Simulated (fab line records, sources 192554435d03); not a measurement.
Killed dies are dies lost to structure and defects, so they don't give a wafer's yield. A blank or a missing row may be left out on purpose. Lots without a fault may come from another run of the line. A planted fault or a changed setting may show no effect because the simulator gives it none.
fab line records | flow n5_finfet
record lots=7 wafers=39
route steps=1938 shown FIN_SAQP@102 SD_EPI_N@288 SD_EPI_P@323 MOL_CONTACT_COAG@624 BEOL_M1@800 BEOL_M2@903
start_h: hours from the record's first day to the start of the lot's first wafer shown | wait_h: hours since the lot's step before | " the same as in the row above | L1.1+2: a row that stands for several wafers | - no value, or no start given | * or withheld: withheld | < > ~ a bound
route shown NAME@n: a module of which the file shows steps, and the number in the route of the first | usual: mean/standard deviation of fault-free wafers | same: alike in all rows | chamber/n: place in a boat | sites: the reading at each site | _std_site: their standard deviation | _edge_site: outer sites' mean less inner sites' | radius_mm: how far each site lies from the wafer's centre | mask NAME#n: copy n | behind: the tool/chamber that last shaped the wafer | hold: why the lot was held/for how many hours/how that ended | device: the transistor (n, p or np) that didn't switch | end of line: the same wafers' tests at the end of the route | a step without rows: its recipe alone | killed: dies lost to structure and defects at the first sort, not the wafer's yield | map: a wafer's dies, x killed, . not, _ none there
set.NAME: the setting as run; set.NAME@STEP: as run at that earlier step | model.NAME: the simulator's own value behind a step, which no gauge read
lots whose settings were changed on purpose; a table a step, a row a wafer
## steps
# step N5_FIN_SAQP_HM_DEP_72
# recipe material=SiO2 target_thk_a=120 temp_c=400 precursor=SiH4/N2O pressure_torr=0.75 rf_w=275 time_s=7.2
# columns lot.wafer tool chamber start_h wait_h set.target_thk_a model.SiO2_of_FIN_SAQP_HM_DEP_72.thk_nm
L074.1+3 pecvd-04 1,0 21.45 0.0 120 11.7
L074.2 " 2 " " 138.6 13.66
L074.4 " 1 " " 138.6 13.92
L074.5 " 0 " " 138.6 13.76
L074.6 " 2 " " 120 12
L075.1 pecvd-04 0 27.32 0.0 120 11.59
L075.2 " 2 " " 146.7 14.06
L075.3 " 1 " " 146.7 14.23
L075.4 " 1 " " 146.7 14.22
L075.5 " 2 " " 120 11.57
L075.6 " 0 " " 120 11.74
L078.1+2 pecvd-01 0,2 45.16 0.0 120 11.97
L078.3 " 1 " " 120 11.82
L078.4 " 0 " " 120 12.02
L078.5 " 1 " " 120 11.94
L078.6 " 2 " " 120 12.1
L082.1 pecvd-04 0 70.16 0.0 120 11.84
L082.2 " 2 " " 77.12 7.469
L082.3 " 1 " " 120 11.86
L082.4 " 1 " " 120 12.08
L082.5 " 2 " " 77.12 7.629
L082.6 " 0 " " 77.12 7.887
L084.2 pecvd-03 0 81.53 0.0 120 11.98
L084.3 " 2 " " 120 11.95
L084.5 " 1 " " 120 12.04
L087.1 pecvd-03 0 101.31 0.0 120 11.88
L087.2 " 2 " " 120 11.75
L087.3 " 1 " " 120 11.84
L087.4 " 1 " " 120 11.96
L087.5 " 2 " " 120 11.78
L087.6 " 0 " " 120 12.13
L089.1 pecvd-04 0 111.46 0.0 120 12
L089.2+4 " 1 " " 120 12.13
L089.3 " 2 " " 120 11.8
L089.5 " 2 " " 120 12.07
L089.6 " 0 " " 120 12.09
# step N5_FIN_SAQP_COAT_49
# recipe resist=SOC temp_c=250 time_s=60 spin_rpm=1500 resist_thk_nm=100
# step N5_FIN_SAQP_COAT_50
# recipe resist=SiARC temp_c=220 time_s=60 spin_rpm=1500 resist_thk_nm=35
# step N5_FIN_SAQP_ETCH_52
# recipe chemistry=N2/H2 target=SOC target_depth_a=1000 overetch_a=200 mask_material=SiARC temp_c=40 time_s=150 ion_energy_ev=200 pressure_mtorr=30 source_w=840 bias_w=150 n2_flow_sccm=200 h2_flow_sccm=200 ends=end_point
# step N5_FIN_SAQP_STRIP_53
# recipe chemistry=N2/H2 temp_c=40 n2_flow_sccm=200 h2_flow_sccm=200 rf_frequency_hz=6e+07
# step N5_FIN_SAQP_HM_OPEN_73
# recipe chemistry=CHF3/O2 target=SiO2 stop_on=a-Si target_depth_a=120 over_etch_frac=1.8 mask_material=SOC time_s=16.8 pressure_mtorr=30 source_w=650 bias_w=170 Ar_flow_sccm=200 CHF3_flow_sccm=50 O2_flow_sccm=5 ion_energy_ev=200 ends=end_point
# columns lot.wafer tool chamber start_h wait_h set.target_thk_a@FIN_SAQP_HM_DEP_72 model.etch.depth_nm
L074.1+3 rie_diel-02 2,1 22.32 0.0 120 11.7
L074.2 " 3 " " 138.6 13.66
L074.4 " 1 " " 138.6 13.92
L074.5 " 3 " " 138.6 13.76
L074.6 " 2 " " 120 12
L075.1 rie_diel-02 2 28.07 0.0 120 11.59
L075.2 " 1 " " 146.7 14.06
L075.3 " 3 " " 146.7 14.23
L075.4 " 1 " " 146.7 14.22
L075.5 " 2 " " 120 11.57
L075.6 " 3 " " 120 11.74
L078.1+2 rie_diel-02 1,2 45.90 0.0 120 11.97
L078.3 " 3 " " 120 11.82
L078.4 " 1 " " 120 12.02
L078.5 " 2 " " 120 11.94
L078.6 " 3 " " 120 12.1
L082.1 rie_diel-01 1 71.10 0.0 120 11.84
L082.2 " 2 " " 77.12 7.469
L082.3 " 3 " " 120 11.86
L082.4 " 0 " " 120 12.08
L082.5 " 0 " " 77.12 7.629
L082.6 " 3 " " 77.12 7.887
L084.2 rie_diel-01 0 82.27 0.0 120 11.98
L084.3 " 1 " " 120 11.95
L084.5 " 2 " " 120 12.04
L087.1 rie_diel-02 0 102.49 0.0 120 11.88
L087.2 " 3 " " 120 11.75
L087.3 " 1 " " 120 11.84
L087.4 " 2 " " 120 11.96
L087.5 " 3 " " 120 11.78
L087.6 " 2 " " 120 12.13
L089.1 rie_diel-02 0 112.20 0.0 120 12
L089.2+4 " 2,3 " " 120 12.13
L089.3 " 1 " " 120 11.8
L089.5 " 2 " " 120 12.07
L089.6 " 3 " " 120 12.09
# step N5_SD_EPI_N_EPI_21
# recipe material=Si:P dopant=P temp_c=680 pressure_torr=255 time_s=690
# columns lot.wafer tool chamber start_h wait_h set.time_s model.Si-P_of_SD_EPI_N_EPI_21.thk_nm
L074.1+4 epi_rpcvd-03 0 50.92 0.1 871.5 69.8
L074.2 " 0 " " 871.5 70
L074.3 " 0 " " 690 58.8
L074.5 " 0 " " 690 58.4
L074.6 " 0 " " 690 59.6
L075.1 epi_rpcvd-04 0 56.54 0.1 918.5 70.6
L075.2 " 0 " " 690 58.6
L075.3 " 0 " " 690 58.2
L075.4 " 0 " " 918.5 71.2
L075.5 " 0 " " 690 58.4
L075.6 " 0 " " 918.5 70.8
L078.1+2+4 epi_rpcvd-03 0 72.87 0.1 690 59.2
L078.3 " 0 " " 690 58.4
L078.5 " 0 " " 690 59
L078.6 " 0 " " 690 59.4
L082.1 epi_rpcvd-04 0 102.42 0.1 409.7 38
L082.2 " 0 " " 409.7 37.2
L082.3 " 0 " " 690 58.4
L082.4 " 0 " " 690 59
L082.5 " 0 " " 409.7 37.6
L082.6 " 0 " " 690 59.2
L084.2 epi_rpcvd-03 0 111.21 0.4 690 59.4
L084.3 " 0 " " 690 57.4
L084.5 " 0 " " 690 58
L087.1+6 epi_rpcvd-03 0 131.12 0.3 935.1 72.8
L087.2 " 0 " " 935.1 73.6
L087.3 " 0 " " 690 58.8
L087.4 " 0 " " 690 58.6
L087.5 " 0 " " 690 58.4
L089.1+4 epi_rpcvd-01 0 139.69 0.1 690 58.4
L089.2 " 0 " " 992.7 76.8
L089.3 " 0 " " 992.7 76.2
L089.5 " 0 " " 690 59
L089.6 " 0 " " 992.7 76.4
# step N5_SD_EPI_N_EPI_MEAS_23
# recipe mode=xrd
# usual thk_nm=58.7/1.2
# columns lot.wafer tool chamber start_h wait_h set.time_s@SD_EPI_N_EPI_21 thk_nm
L074.1 film_metro-01 - 52.64 1.4 871.5 68.9
L074.2 " - " " 871.5 70.4
L074.3 " - " " 690 58.4
L074.4 " - " " 871.5 70.2
L074.5 " - " " 690 57.7
L074.6 " - " " 690 60.7
L075.1 film_metro-01 - 58.26 1.4 918.5 70.5
L075.2 " - " " 690 59.6
L075.3 " - " " 690 56.7
L075.4 " - " " 918.5 71.5
L075.5 " - " " 690 59.7
L075.6 " - " " 918.5 73.0
L078.1 film_metro-01 - 74.61 1.5 690 58.2
L078.2 " - " " 690 60.5
L078.3 " - " " 690 57.9
L078.4 " - " " 690 58.6
L078.5 " - " " 690 58.9
L078.6 " - " " 690 58.8
L082.1 film_metro-01 - 104.13 1.5 409.7 39.7
L082.2 " - " " 409.7 36.7
L082.3 " - " " 690 59.9
L082.4 " - " " 690 58.4
L082.5 " - " " 409.7 35.2
L082.6 " - " " 690 57.4
L084.2 film_metro-01 - 112.64 1.2 690 59.8
L084.3 " - " " 690 57.5
L084.5 " - " " 690 58.9
L087.1 film_metro-01 - 134.16 2.5 935.1 72.8
L087.2 " - " " 935.1 73.7
L087.3 " - " " 690 59.5
L087.4 " - " " 690 57.7
L087.5 " - " " 690 57.0
L087.6 " - " " 935.1 73.2
L089.1 film_metro-02 - 141.40 1.4 690 58.6
L089.2 " - " " 992.7 76.6
L089.3 " - " " 992.7 76.8
L089.4 " - " " 690 58.6
L089.5 " - " " 690 58.0
L089.6 " - " " 992.7 76.3
# step N5_SD_EPI_N_PRECLEAN_24
# recipe chemistry=O3/DIW time_s=60 temp_c=22 o3_ppm=10
# step N5_SD_EPI_N_SRD_25
# recipe time_s=30 temp_c=23 rinse_liquid=diw dry=ipa_marangoni
# step N5_SD_EPI_P_HM_STRIP_48
# recipe chemistry=H3PO4 temp_c=160 material=SiNx target=SiNx target_depth_a=30 overetch_fraction=0.3
# step N5_SD_EPI_P_SRD_49
# recipe dry=ipa_marangoni time_s=30 temp_c=23 rinse_liquid=diw
# step N5_SD_EPI_P_PRECLEAN_24
# recipe chemistry=O3/DIW time_s=45 temp_c=22 o3_ppm=10
# columns lot.wafer tool chamber start_h wait_h set.time_s@SD_EPI_N_EPI_21 model.Si-P_of_SD_EPI_N_EPI_21.thk_nm
L074.1+4 wet_bench-05 3,1 57.41 0.0 871.5 68.8
L074.2 " 7 " " 871.5 69
L074.3 " 2 " " 690 58
L074.5 " 4 " " 690 57.6
L074.6 " 0 " " 690 58.8
L075.1 wet_bench-04 0 63.07 0.0 918.5 69.6
L075.2 " 4 " " 690 57.8
L075.3 " 5 " " 690 57.4
L075.4 " 7 " " 918.5 70.2
L075.5 " 1 " " 690 57.6
L075.6 " 6 " " 918.5 69.8
L078.1+2+4 wet_bench-01 1,2,0 79.30 0.0 690 58.4
L078.3 " 5 " " 690 57.6
L078.5 " 4 " " 690 58.2
L078.6 " 3 " " 690 58.6
L082.1 wet_bench-01 2 109.03 0.0 409.7 37.6
L082.2 " 7 " " 409.7 36.6
L082.3 " 0 " " 690 57.6
L082.4 " 1 " " 690 58.2
L082.5 " 6 " " 409.7 37
L082.6 " 5 " " 690 58.4
L084.2 wet_bench-05 5 117.34 0.0 690 58.4
L084.3 " 2 " " 690 56.6
L084.5 " 3 " " 690 57.2
L087.1 wet_bench-04 6 139.84 0.0 935.1 71.6
L087.2 " 7 " " 935.1 72.4
L087.3 " 4 " " 690 58
L087.4 " 5 " " 690 57.8
L087.5 " 1 " " 690 57.6
L087.6 " 0 " " 935.1 71.8
L089.1+4 wet_bench-04 2,4 148.07 0.0 690 57.6
L089.2 " 3 " " 992.7 75.8
L089.3+6 " 0,1 " " 992.7 75.2
L089.5 " 5 " " 690 58.2
# step N5_MOL_CONTACT_COAG_CVD_140
# recipe material=W target_thk_a=665 mode=selective_fill temp_c=300 time_s=215
# columns lot.wafer tool chamber start_h wait_h set.target_thk_a model.W_of_MOL_CONTACT_COAG_CVD_140.thk_nm
L074.1 cvd_w-02 0 104.78 0.1 380.6 37.2
L074.2 " 1 " " 665 66
L074.3 " 0 " " 380.6 37.4
L074.4 " 1 " " 380.6 37.6
L074.5+6 " 0,1 " " 665 65.8
L075.1 cvd_w-01 0 108.93 0.1 665 66.8
L075.2 " 1 " " 443.4 44.8
L075.3 " 0 " " 665 66.4
L075.4 " 1 " " 665 67
L075.5 " 1 " " 443.4 44.4
L075.6 " 0 " " 443.4 44
L078.1 cvd_w-02 1 123.50 0.1 665 65.8
L078.2 " 0 " " 509.8 51.2
L078.3+5 " 0,1 " " 665 66.6
L078.4+6 " 1,0 " " 509.8 50.4
L082.1 cvd_w-02 0 151.41 0.1 665 66
L082.2 " 1 " " 511.6 50.6
L082.3 " 1 " " 665 66.2
L082.4 " 0 " " 511.6 50.8
L082.5 " 0 " " 511.6 51
L082.6 " 1 " " 665 66.6
L084.2 cvd_w-01 1 162.62 0.1 665 65.4
L084.3 " 1 " " 665 66.2
L084.5 " 1 " " 665 66
L087.1 cvd_w-01 1 183.12 0.1 851 84.2
L087.2 " 0 " " 851 85.6
L087.3 " 0 " " 851 84.8
L087.4 " 1 " " 665 66.8
L087.5 " 0 " " 665 66.2
L087.6 " 1 " " 665 65.6
L089.1+4 cvd_w-02 0,1 193.01 0.1 665 66.6
L089.2 " 1 " " 957.8 94.2
L089.3 " 0 " " 665 66.2
L089.5 " 0 " " 957.8 94.6
L089.6 " 1 " " 957.8 95
# step N5_MOL_CONTACT_COAG_PRECLEAN_127
# recipe chemistry=DIW time_s=57.5 temp_c=23
# step N5_MOL_CONTACT_COAG_SRD_128
# recipe dry_time_s=32 dry=n2_spin spin_rpm=1500
# step N5_MOL_CONTACT_COAG_CMP_52
# recipe stop_on=SiO2 t_overpolish_s=1.5 post_cmp_clean=w_dilute_nh4oh down_force_psi=4 platen_rpm=50.289 pad_velocity_m_s=1.0006 target_thk_nm=66.5
# columns lot.wafer tool chamber start_h wait_h set.target_thk_a@MOL_CONTACT_COAG_CVD_140 model.W_of_MOL_CONTACT_COAG_CVD_140.thk_nm
L074.3 cmp-04 3 105.10 0.0 380.6 37.4
L074.2 " 0 " " 665 66
L074.1 " 1 " " 380.6 37.2
L074.4 " 2 " " 380.6 37.6
L074.6+5 " 3,0 " " 665 65.8
L075.1 cmp-02 2 109.25 0.0 665 66.8
L075.2 " 3 " " 443.4 44.8
L075.4 " 0 " " 665 67
L075.3 " 1 " " 665 66.4
L075.5 " 2 " " 443.4 44.4
L075.6 " 3 " " 443.4 44
L078.4+6 cmp-02 0 123.82 0.0 509.8 50.4
L078.1 " 1 " " 665 65.8
L078.3+5 " 2,1 " " 665 66.6
L078.2 " 3 " " 509.8 51.2
L082.3 cmp-01 3 151.73 0.0 665 66.2
L082.4 " 0 " " 511.6 50.8
L082.1 " 1 " " 665 66
L082.2 " 2 " " 511.6 50.6
L082.6 " 3 " " 665 66.6
L082.5 " 0 " " 511.6 51
L084.3 cmp-04 0 162.98 0.1 665 66.2
L084.2 " 1 " " 665 65.4
L084.5 " 3 " " 665 66
L087.1 cmp-02 3 183.44 0.0 851 66.2
L087.4 " 0 " " 665 66.8
L087.3 " 1 " " 851 67.6
L087.2 " 2 " " 851 66.4
L087.6 " 3 " " 665 65.6
L087.5 " 0 " " 665 66.2
L089.2+6 cmp-01 1,2 193.33 0.0 957.8 68
L089.3 " 2 " " 665 66.2
L089.4+1 " 3,0 " " 665 66.6
L089.5 " 1 " " 957.8 68.8
# step N5_BEOL_M1_TRENCH_ETCH_37
# recipe chemistry=C4F6/O2 target_depth_a=552.07 target=SiOC time_s=29 ion_energy_ev=250 pressure_mtorr=30 source_w=355 bias_w=185 Ar_flow_sccm=300 C4F6_flow_sccm=10 O2_flow_sccm=10
# columns lot.wafer tool chamber start_h wait_h set.time_s model.BEOL_M1.feature_depth_nm model.etch.depth_nm model.TiN_of_BEOL_M1_HM_DEP_02.thk_nm
L074.1 rie_diel-06 0 - - 24.24 46.2 46.13 18.4
L074.2 " 2 " " 29 54.6 54.56 17.8
L074.3 " 1 " " 24.24 45.4 45.48 18.4
L074.4 " 3 " " 29 57 56.93 18.2
L074.5 " 1 " " 24.24 45.8 45.82 18.2
L074.6 " 2 " " 29 54.4 54.31 17.8
L075.1 rie_diel-06 1 - - 39.15 72.4 72.47 17
L075.2 " 2 " " 39.15 72.2 72.15 17.4
L075.3 " 0 " " 39.15 73 73.03 17
L075.4 " 3 " " 29 56.2 56.15 17.8
L075.5 " 1 " " 29 54.4 54.35 17.8
L075.6 " 0 " " 29 54.2 54.26 18
L078.1 rie_diel-03 1 - - 29 56.2 56.25 17.2
L078.2 " 0 " " 29 55.2 55.25 17.4
L078.3 " 3 " " 29 55.6 55.57 17.2
L078.4 " 0 " " 29 55 55.02 17.6
L078.5 " 3 " " 29 55.8 55.77 17.6
L078.6 " 1 " " 29 55.8 55.87 17.4
L082.1 rie_diel-06 3 - - 29 56 56.04 17.4
L082.2 " 2 " " 29 53.4 53.35 17.6
L082.3 " 1 " " 22.22 40.8 40.85 18.2
L082.4 " 0 " " 29 55 55 17.4
L082.5 " 3 " " 22.22 43 43.09 17.8
L082.6 " 0 " " 22.22 41.8 41.82 18.2
L084.2 rie_diel-05 0 - - 29 57 56.93 17.2
L084.3 " 2 " " 29 57 56.93 17.6
L084.5 " 1 " " 29 55 55.06 17.6
L087.1 rie_diel-06 1 - - 29 53.4 53.37 17.6
L087.2 " 0 " " 29 54.6 54.7 17.6
L087.3 " 2 " " 22.22 41.4 41.3 18
L087.4 " 3 " " 22.22 42.8 42.85 18.2
L087.5 " 3 " " 29 56 56.09 17.4
L087.6 " 0 " " 22.22 42 41.93 18
L089.1 rie_diel-06 2 - - 20.79 38.6 38.55 18.6
L089.2 " 3 " " 20.79 40 40.06 18.4
L089.3 " 1 " " 29 53.8 53.71 17.6
L089.4 " 0 " " 20.79 39.2 39.16 18.6
L089.5 " 2 " " 29 53.8 53.79 17.8
L089.6 " 3 " " 29 55.6 55.61 17.8
# step N5_BEOL_M1_ETCH_41
# recipe chemistry=CH3F/O2 target=SiCN target_depth_a=319 taper_deg=2 time_s=57.8 ion_energy_ev=120 mask_material=TiN pressure_mtorr=30 source_w=395 bias_w=75 Ar_flow_sccm=150 CH3F_flow_sccm=30 O2_flow_sccm=20
# step N5_BEOL_M1_STRIP_97
# recipe chemistry=N2/H2 time_s=10 power_w=450 temp_c=40 pressure_mtorr=20 rf_frequency_hz=6e+07 bias_power_w=7 n2_flow_sccm=200 h2_flow_sccm=200
# step N5_BEOL_M1_OCD_MEAS_38
# usual trench_depth_nm=55.3/1.2
# columns lot.wafer tool chamber start_h wait_h set.time_s@BEOL_M1_TRENCH_ETCH_37 trench_depth_nm
L074.1 ocd-01 - 128.91 - 24.24 46.4
L074.2 " - " " 29 54.5
L074.3 " - " " 24.24 45.7
L074.4 " - " " 29 56.6
L074.5 " - " " 24.24 45.3
L074.6 " - " " 29 53.9
L075.1 ocd-01 - 136.62 - 39.15 72.9
L075.2 " - " " 39.15 72.2
L075.3 " - " " 39.15 73.3
L075.4 " - " " 29 56.2
L075.5 " - " " 29 54.0
L075.6 " - " " 29 54.6
L078.1 ocd-01 - 152.29 - 29 56.6
L078.2 " - " " 29 55.1
L078.3 " - " " 29 55.4
L078.4 " - " " 29 54.7
L078.5 " - " " 29 55.9
L078.6 " - " " 29 56.3
L082.1 ocd-01 - 175.52 - 29 56.2
L082.2 " - " " 29 53.1
L082.3 " - " " 22.22 40.3
L082.4 " - " " 29 55.4
L082.5 " - " " 22.22 42.8
L082.6 " - " " 22.22 41.8
L084.2 ocd-02 - 187.84 - 29 57.5
L084.3 " - " " 29 56.8
L084.5 " - " " 29 55.2
L087.1 ocd-01 - 207.02 - 29 53.6
L087.2 " - " " 29 55.4
L087.3 " - " " 22.22 40.9
L087.4 " - " " 22.22 43.0
L087.5 " - " " 29 56.2
L087.6 " - " " 22.22 41.4
L089.1 ocd-01 - 214.91 - 20.79 38.8
L089.2 " - " " 20.79 39.9
L089.3 " - " " 29 53.6
L089.4 " - " " 20.79 39.0
L089.5 " - " " 29 53.5
L089.6 " - " " 29 55.7
# step N5_BEOL_M2_CVD_47
# recipe material=Co target_thk_a=30 temp_c=withheld precursor=CCTBA/H2 pressure_torr=30 time_s=223.8
# columns lot.wafer tool chamber start_h wait_h set.target_thk_a model.Co_of_BEOL_M2_CVD_47.thk_nm
L074.1+2+5 cvd_co-01 2,1,0 139.95 0.0 34.52 3.4
L074.3 " 0 " " 30 3.2
L074.4+6 " 1,2 " " 30 3
L075.1 cvd_co-01 1 145.80 0.0 30 3
L075.2+3 " 0,2 " " 44.22 4.6
L075.4 " 1 " " 44.22 4.4
L075.5+6 " 0,2 " " 30 3.2
L078.1 cvd_co-02 2 161.32 0.3 30 2.8
L078.2+5 " 0 " " 30 3
L078.3+4+6 " 1,1,2 " " 38.84 3.8
L082.1 cvd_co-02 0 185.41 0.2 30 3.2
L082.2+3 " 2,1 " " 41.65 4.2
L082.4+6 " 1,2 " " 30 3
L082.5 " 0 " " 41.65 4
L084.2 cvd_co-02 0 200.75 0.1 30 2.8
L084.3+5 " 1,2 " " 30 3
L087.1+4 cvd_co-01 0,2 215.88 0.3 30 3.2
L087.2+3 " 2,1 " " 24.43 2.4
L087.5 " 0 " " 30 3
L087.6 " 1 " " 24.43 2.6
L089.1+4+6 cvd_co-02 0,1,2 223.91 0.1 30 3
L089.2+3+5 " 2,1,0 " " 12.6 1.2
## key
split step=N5_FIN_SAQP_HM_DEP_72 setting=target_thk_a stated=120 by=wafer
response step=N5_FIN_SAQP_HM_DEP_72 reading=model.SiO2_of_FIN_SAQP_HM_DEP_72.thk_nm change=+0.119 per=1% r=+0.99
response step=N5_FIN_SAQP_HM_OPEN_73 reading=model.etch.depth_nm change=+0.119 per=1% r=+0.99
split step=N5_SD_EPI_N_EPI_21 setting=time_s stated=690 by=wafer
response step=N5_SD_EPI_N_EPI_21 reading=model.Si-P_of_SD_EPI_N_EPI_21.thk_nm change=+0.432 per=1% r=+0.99
response step=N5_SD_EPI_N_EPI_MEAS_23 reading=thk_nm change=* per=1% r=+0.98
response step=N5_SD_EPI_P_PRECLEAN_24 reading=model.Si-P_of_SD_EPI_N_EPI_21.thk_nm change=+0.425 per=1% r=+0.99
split step=N5_MOL_CONTACT_COAG_CVD_140 setting=target_thk_a stated=665 by=wafer
response step=N5_MOL_CONTACT_COAG_CVD_140 reading=model.W_of_MOL_CONTACT_COAG_CVD_140.thk_nm change=+0.66 per=1% r=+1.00
response step=N5_MOL_CONTACT_COAG_CMP_52 reading=model.W_of_MOL_CONTACT_COAG_CVD_140.thk_nm shape=bent at_lowest=37.4 at_stated=66.25 at_highest=68.27
split step=N5_BEOL_M1_TRENCH_ETCH_37 setting=time_s stated=29 by=wafer
response step=N5_BEOL_M1_TRENCH_ETCH_37 reading=model.BEOL_M1.feature_depth_nm change=+0.53 per=1% r=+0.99
response step=N5_BEOL_M1_TRENCH_ETCH_37 reading=model.etch.depth_nm change=+0.53 per=1% r=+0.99
response step=N5_BEOL_M1_TRENCH_ETCH_37 reading=model.TiN_of_BEOL_M1_HM_DEP_02.thk_nm change=-0.024 per=1% r=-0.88
response step=N5_BEOL_M1_OCD_MEAS_38 reading=trench_depth_nm change=+0.538 per=1% r=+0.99
split step=N5_BEOL_M2_CVD_47 setting=target_thk_a stated=30 by=wafer
response step=N5_BEOL_M2_CVD_47 reading=model.Co_of_BEOL_M2_CVD_47.thk_nm change=+0.0298 per=1% r=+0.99
